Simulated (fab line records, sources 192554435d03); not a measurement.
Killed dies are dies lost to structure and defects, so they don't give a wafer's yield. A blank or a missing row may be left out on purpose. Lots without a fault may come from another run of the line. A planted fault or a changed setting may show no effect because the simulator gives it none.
Which tool did it? | flow n5_finfet | 11 lots, 31 wafers sampled, at 3 steps of a route of 1938

WHAT THE GAUGES READ, wafer by wafer
N5_BEOL_M5_CD_MEAS_35: target cd 28 nm, target cd y 24 nm.
lot  | measured     | on        | cd_nm (nm)
L333 | day 7 16:46  | cd_sem-03 | 28.17 28.41 28.20
L334 | day 8 13:25  | cd_sem-01 | 27.50 27.98 28.09
L336 | day 8 20:37  | cd_sem-03 | 28.03 28.40 28.38
L337 | day 8 23:40  | cd_sem-02 | 28.75 28.58 28.16
L338 | day 9 08:25  | cd_sem-01 | 28.30 28.26 28.22
L340 | day 10 00:43 | cd_sem-01 | 27.97 28.28 28.54
L342 | day 10 03:22 | cd_sem-01 | 28.42 28.43 28.39
L344 | day 10 16:18 | cd_sem-01 | 28.33 28.27 28.47
L347 | day 11 21:16 | cd_sem-01 | 28.20 28.16
L350 | day 12 10:42 | cd_sem-02 | 28.06 27.88
L355 | day 13 13:12 | cd_sem-01 | 28.40 28.21 28.41

WHICH TOOL RAN EACH LOT (tool, then ch and the chambers of the sampled wafers, then the start)
lot  | N5_BEOL_M5_ETCH_41                            | N5_BEOL_M5_STRIP_91
L333 | rie_diel-03 ch 0,1,3, day 7 16:46 or earlier  | rie_diel-03 ch 0,1,3, day 7 16:46 or earlier
L334 | rie_diel-03 ch 0,2, day 8 13:25 or earlier    | rie_diel-03 ch 0,2, day 8 13:25 or earlier
L336 | rie_diel-02 ch 0,1, day 8 20:37 or earlier    | rie_diel-02 ch 0,1, day 8 20:37 or earlier
L337 | rie_diel-03 ch 1,2, day 8 23:40 or earlier    | rie_diel-03 ch 1,2, day 8 23:40 or earlier
L338 | rie_diel-06 ch 0,2, day 9 08:25 or earlier    | rie_diel-06 ch 0,2, day 9 08:25 or earlier
L340 | rie_diel-03 ch 0,1,3, day 10 00:43 or earlier | rie_diel-03 ch 0,1,3, day 10 00:43 or earlier
L342 | rie_diel-02 ch 0,2,3, day 10 03:22 or earlier | rie_diel-02 ch 0,2,3, day 10 03:22 or earlier
L344 | rie_diel-03 ch 1,2, day 10 16:18 or earlier   | rie_diel-03 ch 1,2, day 10 16:18 or earlier
L347 | rie_diel-06 ch 2, day 11 21:16 or earlier     | rie_diel-06 ch 2, day 11 21:16 or earlier
L350 | rie_diel-02 ch 2,3, day 12 10:42 or earlier   | rie_diel-02 ch 2,3, day 12 10:42 or earlier
L355 | rie_diel-02 ch 1,2, day 13 13:12 or earlier   | rie_diel-02 ch 1,2, day 13 13:12 or earlier
- N5_BEOL_M5_ETCH_41: etches SiCN in CH3F/O2, target depth 31.5 nm, time 56.7 s.
- N5_BEOL_M5_STRIP_91: strips in N2/H2, time 10 s.

WHAT THE TOOLS THEMSELVES READ (means of the sampled wafers that have a number; where no wafer has one, the mark that the record gives instead)
N5_BEOL_M5_ETCH_41.
lot  | tool        | drypump_motor_current_A (A) | oes_product_au (a.u.) | rf_vpp_V (V) | showerhead_plenum_p_Torr (Torr) | throttle_valve_pct (%)
L333 | rie_diel-03 | 6.0                         | 0.78                  | 297.1        | 2.01                            | 16.48
L334 | rie_diel-03 | 5.7                         | 0.80                  | 295.9        | 1.93                            | 16.31
L336 | rie_diel-02 | 6.1                         | 0.81                  | 299.6        | 2.10                            | 16.01
L337 | rie_diel-03 | 5.7                         | 0.74                  | 298.2        | 2.03                            | 16.50
L338 | rie_diel-06 | 5.5                         | 0.80                  | 297.7        | 2.02                            | 16.32
L340 | rie_diel-03 | 6.0                         | 0.85                  | 297.2        | 2.00                            | 16.36
L342 | rie_diel-02 | 5.9                         | 0.82                  | 298.2        | 2.05                            | 16.30
L344 | rie_diel-03 | 5.7                         | 0.73                  | 297.8        | 2.02                            | 16.53
L347 | rie_diel-06 | 5.2                         | 0.84                  | 298.5        | 2.03                            | 16.27
L350 | rie_diel-02 | 5.9                         | 0.80                  | 297.8        | 2.01                            | 16.48
L355 | rie_diel-02 | 6.2                         | 0.71                  | 297.3        | 2.01                            | 16.31

N5_BEOL_M5_STRIP_91.
lot  | tool        | drypump_motor_current_A (A) | oes_product_au (a.u.) | rf_vpp_V (V) | showerhead_plenum_p_Torr (Torr) | throttle_valve_pct (%)
L333 | rie_diel-03 | 5.9                         | 0.77                  | 59.3         | 2.55                            | 23.9
L334 | rie_diel-03 | 5.8                         | 0.80                  | 58.6         | 2.46                            | 23.9
L336 | rie_diel-02 | 6.1                         | 0.81                  | 60.0         | 2.67                            | 23.3
L337 | rie_diel-03 | 5.7                         | 0.74                  | 58.6         | 2.58                            | 24.1
L338 | rie_diel-06 | 5.5                         | 0.80                  | 58.6         | 2.55                            | 23.7
L340 | rie_diel-03 | 6.0                         | 0.85                  | 59.1         | 2.54                            | 23.7
L342 | rie_diel-02 | 5.9                         | 0.82                  | 60.0         | 2.59                            | 23.6
L344 | rie_diel-03 | 5.7                         | 0.72                  | 59.8         | 2.57                            | 24.1
L347 | rie_diel-06 | 5.2                         | 0.84                  | 59.0         | 2.56                            | 23.7
L350 | rie_diel-02 | 5.9                         | 0.80                  | 58.7         | 2.55                            | 23.8
L355 | rie_diel-02 | 6.2                         | 0.72                  | 59.0         | 2.56                            | 23.5

THE ANSWER, worked out from the rows above alone
Rule: what is usual is taken from the lots themselves. Put in order of their means at a reading, lots are off if they are a third of the lots or fewer, leave a main group of 4 or more, and stand apart from it by a gap of 3 or more times the standard deviation of the main group's means; of several such gaps the widest counts. A main group whose means are all the same, to the digits that the tables above print for the reading, isn't used. A lot without any number at a reading at which 4 lots or more have one is off too. The other lots that the step has rows for count as sound. The gauges are gone through in route order, then the tools' own readings, and for those a lot's mean is taken as printed above. The first step at which some lot is off is used, and at that step the reading that is off furthest; a lot without a number counts as furthest.
No lot is off at any reading shown: from this, nothing can be told.

WHAT THE SIMULATOR HAD PUT IN
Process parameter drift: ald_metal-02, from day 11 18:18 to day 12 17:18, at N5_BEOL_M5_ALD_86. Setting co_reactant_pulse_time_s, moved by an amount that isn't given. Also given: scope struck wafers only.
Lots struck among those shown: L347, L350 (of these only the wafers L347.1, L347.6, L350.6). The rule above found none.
